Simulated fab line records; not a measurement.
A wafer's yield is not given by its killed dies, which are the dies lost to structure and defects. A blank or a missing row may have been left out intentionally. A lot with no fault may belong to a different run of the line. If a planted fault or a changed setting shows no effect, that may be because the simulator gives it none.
Comparing a struck lot with a sound one / flow n5 finfet / 39 out of 1938 route steps
Sound: these wafers, L307.1, L307.3, L307.4. Struck: wafer L314.1 (left out: L314.5, L314.6 of the same lot, which were not struck); the cause appears at the end.
Order at every step that has rows: each side's tool, ch and its chambers, its first start. Under that, the readings that differ: sound wafers / struck wafers / difference of the means / sigmas: that difference in standard deviations of wafers without a fault.
alike: words and numbers the same on both sides, and readings whose means are apart by under 2 such deviations; not compared: readings that were withheld, readings missing a value for some wafer, numbers with overlapping values and no deviation given by the record, and bounds like >300 which may hide the same value.
Wherever a step has rows on one side only, a row that says differs or no value, or a row with sigmas, the two part there. Non-overlapping numbers with no deviation appear without sigmas and do not part them. A reading that every wafer of one side lacks parts them only if that side has two wafers or more.

first, 9 steps without rows for these wafers: N5_BEOL_M1_COAT_22 (resist thk 30 nm); N5_BEOL_M1_EBR_24; N5_BEOL_M1_SOFTBAKE_23 (time 60 s); N5_BEOL_M1_EXPOSE_25 (exposes mask V0, defocus 5 nm, target cd 24 nm); N5_BEOL_M1_PEB_26 (peb time 60 s); N5_BEOL_M1_DEVELOP_27 (develop time 30 s); N5_BEOL_M1_DESCUM_33 (chemistry O2, time 7 s); N5_BEOL_M1_ETCH_77 (etches underlayer in N2/H2, target depth 6.5 nm, time 5.2 s); N5_BEOL_M1_ETCH_69 (etches SiARC in CF4, target depth 15.6 nm, time 26 s).
N5_BEOL_M1_ALD_98: deposits SiO2, target thk 2.5 nm, pulse time 1 s, co reactant pulse time 1 s.
  sound on ald sin-03 ch 0,2,3, day 7 04:41; struck on ald sin-03 ch 2, day 9 00:49
reading=ald cycles; sound=17 17 17; struck=12; difference=-5; sigmas=
reading=model.SiO2_of_BEOL_M1_ALD_98.thk nm (nm); sound=2.4 2.4 2.4; struck=1.8; difference=-0.6; sigmas=
  alike: heater power w, precursor pulse height rel
then, 4 steps without rows for these wafers: N5_BEOL_M1_ETCHBACK_99 (etches SiO2 in CHF3, target depth 5 nm, time 10.4 s); N5_BEOL_M1_ETCH_70 (etches SOC in N2/H2, target depth 80 nm, overetch 16 nm, time 120 s); N5_BEOL_M1_STRIP_71 (strips in N2/H2); N5_BEOL_M1_STRIP_78 (strips in N2/H2).
N5_BEOL_M1_VIA_ETCH_34: etches the open film in C4F6/O2, target depth 67.8 nm, time 64.4 s.
  sound on rie diel-01 ch 0,1,3, day 7 05:30; struck on rie diel-04 ch 0, day 9 01:43
reading=rf hours counter h (h); sound=134 164 75; struck=237; difference=+113; sigmas=
reading=model.BEOL_M1.cd nm (nm); sound=17.8 17.8 18.2; struck=19.4; difference=+1.5; sigmas=
  alike: drypump motor current A, oes_ar_750_au, oes product au, rf vpp V, showerhead plenum p Torr, throttle valve pct
then, 22 steps without rows for these wafers: N5_BEOL_M1_STRIP_83 (strips in C4F6/O2); N5_BEOL_M1_STRIP_36 (strips in N2/H2); N5_BEOL_M1_TRENCH_ETCH_37 (etches SiOC in C4F6/O2, target depth 55.207 nm, time 29 s); N5_BEOL_M1_ETCH_41 (etches SiCN in CH3F/O2, target depth 31.9 nm, time 57.8 s); N5_BEOL_M1_STRIP_97 (strips in N2/H2, time 10 s); N5_BEOL_M1_HM_STRIP_39 (strips TiN in peroxide tin strip, target depth 25 nm, time 158 s); N5_BEOL_M1_SRD_40 (time 30 s); N5_BEOL_M1_PRECLEAN_42 (cleans in residue remover, time 60 s); N5_BEOL_M1_SRD_43 (time 30 s); N5_BEOL_M1_DEGAS_44 (time 60 s); N5_BEOL_M1_PRE_CLEAN_45 (time 30 s); N5_BEOL_M1_ALD_84 (deposits TaN, pulse time 2 s, purge time 3 s, co reactant purge time 2 s); N5_BEOL_M1_SURFACE_TREAT_85; N5_BEOL_M1_CVD_47 (deposits Co from CCTBA/H2, target thk 3 nm, time 223.8 s); N5_BEOL_M1_SPUTTER_48 (material Cu, target thk 4.5 nm, time 8.29 s); N5_BEOL_M1_ANNEAL_49 (time 240 s); N5_BEOL_M1_SPUTTER_79 (material Cu, target thk 4.5 nm, time 8.29 s); N5_BEOL_M1_ANNEAL_80 (time 240 s); N5_BEOL_M1_SPUTTER_81 (material Cu, target thk 4.5 nm, time 8.29 s); N5_BEOL_M1_ANNEAL_82 (time 240 s); N5_BEOL_M1_SPUTTER_86 (material Cu, target thk 4.5 nm, time 8.29 s); N5_BEOL_M1_ANNEAL_87 (time 240 s).
N5_BEOL_M4_RC_MEAS_101:
  sound on prober-01 ch 0, day 8 18:53; struck on prober-02 ch 0, day 10 09:10
reading=CHAIN_V0 (ohm/link); sound=236 242 236; struck=218; difference=-20; sigmas=-3
  alike: DIBL_N, DIBL_P, IOFF_N, IOFF_P, ION_N, ION_P, SS_N, SS_P, VT_N, VT_P
-- here the record skips 4 days between the struck wafers' starts before and after, leaving off in module BEOL_M4 and picking up in module PASSIVATION (first step shown: number 1936 of the route) --
N5_PASSIVATION_PROBE_49:
  rows exist in the record for the struck wafers here (prober-01, day 14 08:34), but not for the sound ones

== WHERE THEY PART ==
At N5_BEOL_M4_RC_MEAS_101 first; at N5_PASSIVATION_PROBE_49 last (within this record only).

WHY: the cause the simulator had injected
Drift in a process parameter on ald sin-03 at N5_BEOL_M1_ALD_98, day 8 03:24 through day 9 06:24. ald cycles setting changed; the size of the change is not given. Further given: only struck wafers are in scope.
